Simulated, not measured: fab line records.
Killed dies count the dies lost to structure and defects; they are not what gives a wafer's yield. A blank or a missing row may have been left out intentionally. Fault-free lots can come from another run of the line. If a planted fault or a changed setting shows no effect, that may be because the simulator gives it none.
fab line records	flow n5_finfet
record: lots: 7	wafers: 21	last_day: 16
route steps=1938 shown BEOL_M1@806 BEOL_M4@1111 PASSIVATION@1936
lots that met no fault: taken from a fault-free run of the same line
start_h: the number of hours between the record's first day and the start of the first shown wafer of the lot	wait_h: how many hours have passed since the lot's step before this one	" same as the row above	L1.1+2: a row that stands for several wafers	- no value, or no start given	* or withheld: withheld	< > ~ a bound
route shown NAME@n: a module of which the file shows steps, and the number in the route of the first	usual: the fault-free wafers' mean and standard deviation	same: alike in all rows	chamber/n: place in a boat	sites: the reading at each site	_std_site: the values' standard deviation	_edge_site: the outer-site mean with the inner-site mean subtracted	radius_mm: how far each site lies from the wafer's centre	mask NAME#n: copy n	behind: the tool/chamber that last shaped the wafer	hold: reason for holding the lot/hours on hold/outcome of the hold	device: the transistor (n, p or np) that didn't switch	end of line: the route-end tests of the same wafers	step lacking rows: just its recipe	killed: dies lost to structure and defects at the first sort, not the wafer's yield	map: per-die view of a wafer (x killed, . not killed, _ where there is no die)
set.NAME: the setting the step ran with; set.NAME@STEP: the setting that earlier step ran with	model.NAME: the simulator's own value behind a step, which no gauge read
lots at some steps of the route; a table a step, a row a wafer
services: when a tool's chamber went out of use (start_h, in hours from the record's first day, below 0 if earlier), for how many hours, and the reason
== steps ==
step: N5_BEOL_M1_PRECLEAN_42
recipe: chemistry: residue_remover	time_s: 60	temp_c: 40
step: N5_BEOL_M1_SRD_43
recipe: time_s: 30	temp_c: 23	rinse_liquid: diw	dry: ipa_marangoni
step: N5_BEOL_M1_CD_MEAS_35
recipe: target_cd_nm: 18	target_cd_y_nm: 21	polarity: opening
usual: cd_nm: 18.0/0.3
lot.wafer	tool	chamber	start_h	wait_h	cd_nm
L466.1	cd_sem-02	-	137.02	0.0	17.6
L466.3	"	-	"	"	17.4
L466.6	"	-	"	"	18.0
L467.3	cd_sem-02	-	148.06	0.0	17.8
L467.4	"	-	"	"	18.0
L467.5	"	-	"	"	17.9
L468.2	cd_sem-03	-	151.25	0.0	18.1
L468.4	"	-	"	"	18.2
L468.5	"	-	"	"	18.3
L469.3	cd_sem-01	-	158.19	0.0	18.3
L469.4	"	-	"	"	18.3
L469.6	"	-	"	"	17.3
L477.4	cd_sem-02	-	204.43	0.0	18.0
L477.5	"	-	"	"	17.7
L477.6	"	-	"	"	18.2
L483.1	cd_sem-03	-	235.92	0.0	17.8
L483.5	"	-	"	"	18.0
L483.6	"	-	"	"	17.7
L484.1	cd_sem-03	-	249.68	0.0	17.7
L484.2	"	-	"	"	18.4
L484.3	"	-	"	"	17.9
step: N5_BEOL_M1_DEGAS_44
recipe: ambient: vacuum	temp_c: 250	time_s: 60
usual: heater_power_w: 328/22
same: time_s: 60
lot.wafer	tool	chamber	start_h	wait_h	heater_power_w
L466.1	pvd_sputter-03	-	137.06	0.0	314
L466.3	"	-	"	"	304
L466.6	"	-	"	"	303
L467.3	pvd_sputter-01	-	148.20	0.1	343
L467.4	"	-	"	"	343
L467.5	"	-	"	"	337
L468.2	pvd_sputter-03	-	151.32	0.1	298
L468.4	"	-	"	"	304
L468.5	"	-	"	"	301
L469.3	pvd_sputter-03	-	158.55	0.4	307
L469.4	"	-	"	"	302
L469.6	"	-	"	"	305
L477.4	pvd_sputter-01	-	204.64	0.2	363
L477.5	"	-	"	"	351
L477.6	"	-	"	"	331
L483.1	pvd_sputter-03	-	236.73	0.8	302
L483.5	"	-	"	"	310
L483.6	"	-	"	"	296
L484.1	pvd_sputter-01	-	249.72	0.0	335
L484.2	"	-	"	"	343
L484.3	"	-	"	"	361
step: N5_BEOL_M1_PRE_CLEAN_45
recipe: gas: H2/He	time_s: 30	temp_c: 250
step: N5_BEOL_M1_ALD_84
recipe: material: TaN	target_thk_a: *	temp_c: 275	ald_precursor_family: PDMAT	ald_co_reactant: NH3	pressure_torr: 3	carrier_flow_sccm: 1500	pulse_time_s: 2	purge_time_s: 3	co_reactant_purge_time_s: 2	co_reactant_pulse_time_s: 3	ald_cycles: 30	precursor_vessel_temp_c: 75	precursor_vessel_pressure_torr: 26.25	precursor_vessel_carrier_sccm: 1000
usual: heater_power_w: 413/43	precursor_vessel_carrier_sccm: 999.9/3
same: ald_cycles: 30	co_reactant_purge_time_s: 2
lot.wafer	tool	chamber	start_h	wait_h	heater_power_w	precursor_vessel_carrier_sccm
L466.1	ald_metal-04	0	137.19	0.1	406	999.0
L466.3	"	1	"	"	421	998.4
L466.6	"	3	"	"	331	999.2
L467.3	ald_metal-01	3	148.36	0.1	325	998.2
L467.4	"	1	"	"	403	1003.0
L467.5	"	3	"	"	330	1000.0
L468.2	ald_metal-02	3	151.43	0.0	478	995.8
L468.4	"	2	"	"	458	999.7
L468.5	"	0	"	"	455	999.9
L469.3	ald_metal-04	1	158.88	0.3	445	1004.6
L469.4	"	3	"	"	335	1002.2
L469.6	"	2	"	"	435	1004.0
L477.4	ald_metal-04	2	204.84	0.1	435	1000.9
L477.5	"	3	"	"	336	1002.2
L477.6	"	2	"	"	434	1005.8
L483.1	ald_metal-01	0	236.92	0.1	423	999.7
L483.5	"	0	"	"	426	999.6
L483.6	"	3	"	"	333	1004.2
L484.1	ald_metal-04	2	249.82	0.0	441	1003.1
L484.2	"	0	"	"	436	996.3
L484.3	"	1	"	"	431	1004.0
step: N5_BEOL_M1_SURFACE_TREAT_85
recipe: gas: Ar	time_s: *	ion_energy_ev: *	ion_current_ma_cm2: 0.5	pressure_mtorr: *	ar_flow_sccm: 30
usual: throttle_valve_pct: *
same: time_s: *
lot.wafer	tool	chamber	start_h	wait_h	throttle_valve_pct
L466.1	pvd_sputter-03	-	137.45	0.2	*
L466.3	"	-	"	"	*
L466.6	"	-	"	"	*
L467.3	pvd_sputter-02	-	148.60	0.1	*
L467.4	"	-	"	"	*
L467.5	"	-	"	"	*
L468.2	pvd_sputter-03	-	151.65	0.1	*
L468.4	"	-	"	"	*
L468.5	"	-	"	"	*
L469.3	pvd_sputter-02	-	160.52	1.5	*
L469.4	"	-	"	"	*
L469.6	"	-	"	"	*
L477.4	pvd_sputter-02	-	205.08	0.1	*
L477.5	"	-	"	"	*
L477.6	"	-	"	"	*
L483.1	pvd_sputter-03	-	237.41	0.4	*
L483.5	"	-	"	"	*
L483.6	"	-	"	"	*
L484.1	pvd_sputter-03	-	250.06	0.1	*
L484.2	"	-	"	"	*
L484.3	"	-	"	"	*
step: N5_BEOL_M1_CVD_47
recipe: material: Co	target_thk_a: 30	temp_c: withheld	precursor: CCTBA/H2	pressure_torr: 30	time_s: 223.8
step: N5_BEOL_M1_SPUTTER_48
recipe: material: Cu	target_thk_a: 45	temp_c: -20	chamber_pressure_pa: 0.07	power_w: withheld	time_s: 8.29
step: N5_BEOL_M1_ANNEAL_49
recipe: temp_c: 400	time_s: 240	ambient: vacuum
usual: heater_power_w: 822/59
same: time_s: 240
lot.wafer	tool	chamber	start_h	wait_h	heater_power_w
L466.1	pvd_sputter-03	-	138.07	0.0	842
L466.3	"	-	"	"	759
L466.6	"	-	"	"	746
L467.3	pvd_sputter-02	-	149.28	0.0	879
L467.4	"	-	"	"	840
L467.5	"	-	"	"	847
L468.2	pvd_sputter-03	-	152.03	0.0	737
L468.4	"	-	"	"	800
L468.5	"	-	"	"	781
L469.3	pvd_sputter-02	-	160.94	0.0	856
L469.4	"	-	"	"	845
L469.6	"	-	"	"	853
L477.4	pvd_sputter-02	-	205.44	0.0	842
L477.5	"	-	"	"	883
L477.6	"	-	"	"	877
L483.1	pvd_sputter-01	-	237.73	0.0	833
L483.5	"	-	"	"	896
L483.6	"	-	"	"	826
L484.1	pvd_sputter-01	-	250.53	0.0	834
L484.2	"	-	"	"	845
L484.3	"	-	"	"	830
step: N5_BEOL_M1_SPUTTER_79
recipe: material: Cu	target_thk_a: 45	temp_c: -20	chamber_pressure_pa: 0.07	power_w: withheld	time_s: 8.29
step: N5_BEOL_M1_ANNEAL_80
recipe: temp_c: 400	time_s: 240	ambient: vacuum
step: N5_BEOL_M1_SPUTTER_81
recipe: material: Cu	target_thk_a: 45	temp_c: -20	chamber_pressure_pa: 0.07	power_w: withheld	time_s: 8.29
usual: chamber_pressure_pa: 0.07001/0.00014	chuck_gas_flow_sccm: 1.25/0.054	chuck_sensor_temp_C: -15.8/0.63	throttle_valve_pct: 30.2/0.87	time_s: 8.29/0
lot.wafer	tool	chamber	start_h	wait_h	chamber_pressure_pa	chuck_gas_flow_sccm	chuck_sensor_temp_C	throttle_valve_pct	time_s
L466.1	pvd_sputter-03	-	138.43	0.1	-	-	-	-	-
L466.3	"	-	"	"	-	-	-	-	-
L466.6	"	-	"	"	-	-	-	-	-
L467.3	pvd_sputter-02	-	149.64	0.1	-	-	-	-	-
L467.4	"	-	"	"	-	-	-	-	-
L467.5	"	-	"	"	-	-	-	-	-
L468.2	pvd_sputter-03	-	152.39	0.1	-	-	-	-	-
L468.4	"	-	"	"	-	-	-	-	-
L468.5	"	-	"	"	-	-	-	-	-
L469.3	pvd_sputter-02	-	161.30	0.1	0.06991	1.25	-16.0	30.9	8.29
L469.4	"	-	"	"	0.07003	1.19	-15.2	30.2	8.29
L469.6	"	-	"	"	0.07025	1.24	-15.2	29.9	8.29
L477.4	pvd_sputter-02	-	205.80	0.1	0.07016	1.29	-14.9	29.8	8.29
L477.5	"	-	"	"	0.06991	1.25	-17.2	31.6	8.29
L477.6	"	-	"	"	0.06999	1.25	-15.8	30.6	8.29
L483.1	pvd_sputter-01	-	238.09	0.1	0.06995	1.30	-15.9	30.7	8.29
L483.5	"	-	"	"	0.07001	1.23	-15.7	30.7	8.29
L483.6	"	-	"	"	0.06986	1.35	-15.4	28.6	8.29
L484.1	pvd_sputter-01	-	250.89	0.1	0.07026	1.24	-15.4	28.7	8.29
L484.2	"	-	"	"	0.07006	1.25	-16.0	30.4	8.29
L484.3	"	-	"	"	0.07	1.25	-16.1	29.6	8.29
step: N5_BEOL_M1_ANNEAL_82
recipe: temp_c: 400	time_s: 240	ambient: vacuum
usual: heater_power_w: 820/58
same: time_s: 240
lot.wafer	tool	chamber	start_h	wait_h	heater_power_w
L466.1	pvd_sputter-03	-	138.51	0.0	814
L466.3	"	-	"	"	770
L466.6	"	-	"	"	753
L467.3	pvd_sputter-02	-	149.72	0.0	852
L467.4	"	-	"	"	845
L467.5	"	-	"	"	848
L468.2	pvd_sputter-03	-	152.47	0.0	754
L468.4	"	-	"	"	772
L468.5	"	-	"	"	805
L469.3	pvd_sputter-02	-	161.38	0.0	869
L469.4	"	-	"	"	827
L469.6	"	-	"	"	830
L477.4	pvd_sputter-02	-	205.88	0.0	836
L477.5	"	-	"	"	850
L477.6	"	-	"	"	874
L483.1	pvd_sputter-01	-	238.17	0.0	844
L483.5	"	-	"	"	903
L483.6	"	-	"	"	840
L484.1	pvd_sputter-01	-	250.97	0.0	854
L484.2	"	-	"	"	835
L484.3	"	-	"	"	842
step: N5_BEOL_M4_RC_MEAS_101
usual: DIBL_N: 36.2/1.4	DIBL_P: 36.1/1.5	IOFF_N: 0.153/0.02	IOFF_P: 0.215/0.03	ION_N: 672/8.6	ION_P: 463/6.8	SS_N: 71.5/0.47	SS_P: 73.3/0.57	VT_N: 250.6/2.4	VT_P: -249/3.2
lot.wafer	tool	chamber	start_h	wait_h	DIBL_N[mV/V]	DIBL_P[mV/V]	IOFF_N[nA/um]	IOFF_P[nA/um]	ION_N[uA/um]	ION_P[uA/um]	SS_N[mV/dec]	SS_P[mV/dec]	VT_N[mV]	VT_P[mV]
L466.1	prober-01	0	175.80	0.0	37.5	37.1	0.164	0.230	666	460	71.9	73.2	247.6	-246
L466.3	"	0	"	"	37.1	36.5	0.158	0.221	672	464	71.9	73.6	248.6	-248
L466.6	"	0	"	"	37.1	36.4	0.157	0.226	673	465	72.1	73.5	251.6	-247
L467.3	prober-01	0	179.43	0.3	36.5	35.2	0.152	0.208	687	467	71.3	73.0	248.7	-249
L467.4	"	0	"	"	38.1	37.0	0.178	0.239	680	459	71.5	73.4	245.5	-247
L467.5	"	0	"	"	36.6	35.4	0.160	0.210	678	464	71.4	73.2	248.0	-247
L468.2	prober-01	0	190.93	0.2	35.8	35.1	0.136	0.167	654	446	71.2	73.4	252.9	-256
L468.4	"	0	"	"	38.8	37.8	0.194	0.206	677	450	72.3	73.9	250.6	-253
L468.5	"	0	"	"	37.5	36.6	0.162	0.189	675	450	71.1	73.5	248.7	-252
L469.3	prober-02	0	195.41	0.3	34.1	34.3	0.119	0.181	660	465	71.0	72.8	255.4	-250
L469.4	"	0	"	"	33.7	34.2	0.112	0.178	650	460	71.4	72.7	252.9	-253
L469.6	"	0	"	"	36.0	36.8	0.139	0.205	656	461	71.4	73.9	252.8	-251
L477.4	prober-02	0	244.86	0.5	36.4	36.2	0.140	0.184	677	460	70.6	73.4	251.7	-250
L477.5	"	0	"	"	37.4	36.9	0.154	0.184	672	450	71.6	73.0	251.1	-252
L477.6	"	0	"	"	36.2	36.8	0.147	0.192	674	462	71.9	73.4	254.1	-253
L483.1	prober-02	0	271.08	0.0	36.6	35.4	0.146	0.209	657	456	71.4	73.0	252.2	-252
L483.5	"	0	"	"	37.6	36.8	0.165	0.233	665	456	71.5	73.4	251.9	-250
L483.6	"	0	"	"	36.2	34.8	0.144	0.204	665	459	71.3	73.7	248.6	-251
L484.1	prober-02	0	286.65	0.0	34.9	35.0	0.122	0.182	658	455	71.6	72.9	254.1	-256
L484.2	"	0	"	"	34.4	35.0	0.121	0.175	658	461	71.9	72.4	252.2	-252
L484.3	"	0	"	"	35.4	35.5	0.130	0.185	666	460	71.5	72.8	251.6	-252
step: N5_PASSIVATION_PROBE_49
usual: defect_limited_yield: 91.3/1.3	killed_at_M0_to_M3: 35/13	killed_at_M4_up: 13/5.2	killed_at_contacts: 12/6.2	killed_at_front_end: 39/9.6	killed_at_other: 3.1/2.6	killed_dies: 102/16	killed_open: 68/13	killed_short: 33/6.9	sort_bin_5_function: 5.1/0.87	sort_bin_6_memory: 3.3/0.67	sort_n_pass: 1078/16	sort_yield_pct: 91.3/1.3
same: gross_dies: 1180	killed_at_back_side: 0	sort_bin_4_leakage[%]: 0	sort_bin_8_speed[%]: 0
lot.wafer	tool	chamber	start_h	wait_h	defect_limited_yield[%]	killed_at_M0_to_M3	killed_at_M4_up	killed_at_contacts	killed_at_front_end	killed_at_other	killed_dies	killed_open	killed_short	sort_bin_5_function[%]	sort_bin_6_memory[%]	sort_n_pass	sort_yield_pct[%]
L466.1	prober-01	-	273.50	0.0	90.3	45	19	13	37	0	114	69	39	5.7	3.6	1066	90.3
L466.3	prober-01	-	273.60	0.1	88.8	34	9	36	48	5	132	92	34	7.2	3.4	1048	88.8
L466.6	prober-01	-	273.75	0.3	92.0	33	10	10	39	2	94	59	29	4.9	2.7	1086	92.0
L467.3	prober-01	-	282.75	0.1	91.9	34	9	12	36	5	96	54	35	4.6	3.3	1084	91.9
L467.4	prober-01	-	282.80	0.2	88.9	67	6	7	47	4	131	81	41	6.3	4.6	1049	88.9
L467.5	prober-01	-	282.85	0.2	91.7	27	6	9	51	5	98	52	41	5.2	2.8	1082	91.7
L468.2	prober-01	-	290.62	0.1	92.3	37	15	11	27	1	91	44	36	4.2	2.7	1089	92.3
L468.4	prober-01	-	290.72	0.2	88.7	59	18	21	30	5	133	79	46	6.1	4.9	1047	88.7
L468.5	prober-01	-	290.77	0.2	89.3	63	10	16	36	1	126	65	56	6.6	3.6	1054	89.3
L483.1	prober-02	-	374.72	0.0	91.6	51	10	18	19	1	99	65	32	5.7	2.6	1081	91.6
L483.6	prober-02	-	374.97	0.3	90.1	26	7	24	57	3	117	90	27	5.4	4.2	1063	90.1
killed by level:class
L466.1 BEOL_M1:geometric_particle:open=12 FIN_SAQP:geometric_particle:open=11 MOL_CONTACT_COAG:geometric_particle:open=9 FIN_SAQP:geometric_particle:short=8 BEOL_M3:geometric_particle:open=7 BEOL_M0_SAQP:geometric_particle:open=6 BEOL_M1:geometric_particle:short=5 BEOL_M4:geometric_particle:open=5
L466.3 MOL_CONTACT_COAG:geometric_particle:open=29 STI_FIN_REVEAL:geometric_particle:open=22 FIN_SAQP:geometric_particle:open=11 BEOL_M1:geometric_particle:short=9 MOL_CONTACT_COAG:geometric_particle:short=7 BEOL_M3:geometric_particle:open=7 BEOL_M1:geometric_particle:open=6 BEOL_M1:interface_void_opened=5
L466.6 BEOL_M2:geometric_particle:open=10 FIN_SAQP:geometric_particle:open=9 STI_FIN_REVEAL:geometric_particle:open=7 MOL_CONTACT_COAG:geometric_particle:open=7 BEOL_M0_SAQP:geometric_particle:short=6 STARTING-WAFER:geometric_particle:short=6 DUMMY_GATE:geometric_particle:open=5 BEOL_M4:geometric_particle:open=5
L467.3 MOL_CONTACT_COAG:geometric_particle:open=9 FIN_SAQP:geometric_particle:short=8 BEOL_M0_SAQP:geometric_particle:short=7 BEOL_M0_SAQP:geometric_particle:open=6 BEOL_M3:geometric_particle:open=6 BEOL_M1:interface_void_opened=6 GATE_CUT:geometric_particle:short=5 FIN_SAQP:geometric_particle:open=4
L467.4 BEOL_M0_SAQP:geometric_particle:open=18 STI_FIN_REVEAL:geometric_particle:open=16 BEOL_M0_SAQP:geometric_particle:short=15 FIN_SAQP:geometric_particle:short=11 BEOL_M1:geometric_particle:open=11 FIN_SAQP:geometric_particle:open=10 BEOL_M3:geometric_particle:open=9 BEOL_M1:interface_void_opened=9
L467.5 STI_FIN_REVEAL:geometric_particle:open=9 FIN_SAQP:geometric_particle:open=7 FIN_SAQP:geometric_particle:short=7 BEOL_M0_SAQP:geometric_particle:open=7 GATE_CUT:geometric_particle:short=7 GATE_CUT:geometric_particle:open=5 MOL_CONTACT_COAG:geometric_particle:open=5 MOL_CONTACT_COAG:geometric_particle:short=4
L468.2 BEOL_M1:interface_void_opened=8 BEOL_M1:geometric_particle:open=7 BEOL_M0_SAQP:geometric_particle:short=7 BEOL_M4:geometric_particle:open=7 FIN_SAQP:geometric_particle:open=6 FIN_SAQP:geometric_particle:short=6 MOL_CONTACT_COAG:geometric_particle:short=6 GATE_CUT:geometric_particle:short=5
L468.4 MOL_CONTACT_COAG:geometric_particle:open=18 BEOL_M2:geometric_particle:open=15 BEOL_M2:geometric_particle:short=10 BEOL_M4:geometric_particle:open=8 BEOL_M3:geometric_particle:open=7 FIN_SAQP:geometric_particle:short=6 GATE_CUT:geometric_particle:short=6 BEOL_M0_SAQP:geometric_particle:open=6
L468.5 BEOL_M0_SAQP:geometric_particle:short=15 FIN_SAQP:geometric_particle:short=13 MOL_CONTACT_COAG:geometric_particle:open=11 BEOL_M0_SAQP:geometric_particle:open=10 BEOL_M3:geometric_particle:open=10 BEOL_M2:geometric_particle:short=9 BEOL_M4:geometric_particle:open=7 FIN_SAQP:geometric_particle:open=6
L483.1 MOL_CONTACT_COAG:geometric_particle:open=15 BEOL_M1:geometric_particle:open=14 BEOL_M2:geometric_particle:open=10 DUMMY_GATE:geometric_particle:open=5 BEOL_M0_SAQP:geometric_particle:short=5 BEOL_M4:geometric_particle:short=5 BEOL_M0:geometric_particle:open=4 BEOL_M1:geometric_particle:short=4
L483.6 FIN_SAQP:geometric_particle:open=24 MOL_CONTACT_COAG:geometric_particle:open=18 STI_FIN_REVEAL:geometric_particle:open=10 FIN_SAQP:geometric_particle:short=7 MOL_CONTACT_COAG:geometric_particle:short=6 BEOL_M0_SAQP:geometric_particle:open=6 BEOL_M1:geometric_particle:open=6 DUMMY_GATE:geometric_particle:open=5
== services ==
tool	chamber	start_h	hours	kind
ald_metal-02	-	117.77	0.6	repair
pvd_sputter-03	-	140.90	4.9	repair
ald_metal-02	3	178.36	2.5	repair
ald_metal-04	-	240.27	6.0	pm
ald_metal-02	-	241.83	8.7	pm
== key ==
first_sign: step: N5_BEOL_M1_SPUTTER_81	reading: tool_record	direction: missing
effect none on later readings
met_at N5_BEOL_M1_SPUTTER_81
struck_wafers L466.1,L466.3,L466.6,L467.3,L467.4,L467.5,L468.2,L468.4,L468.5
fault: kind: skipped_step_whole	tool: pvd_sputter-02,pvd_sputter-03	chamber: -	onset_h: 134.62	steps: N5_BEOL_M1_SPUTTER_81	scope: struck_lots_only
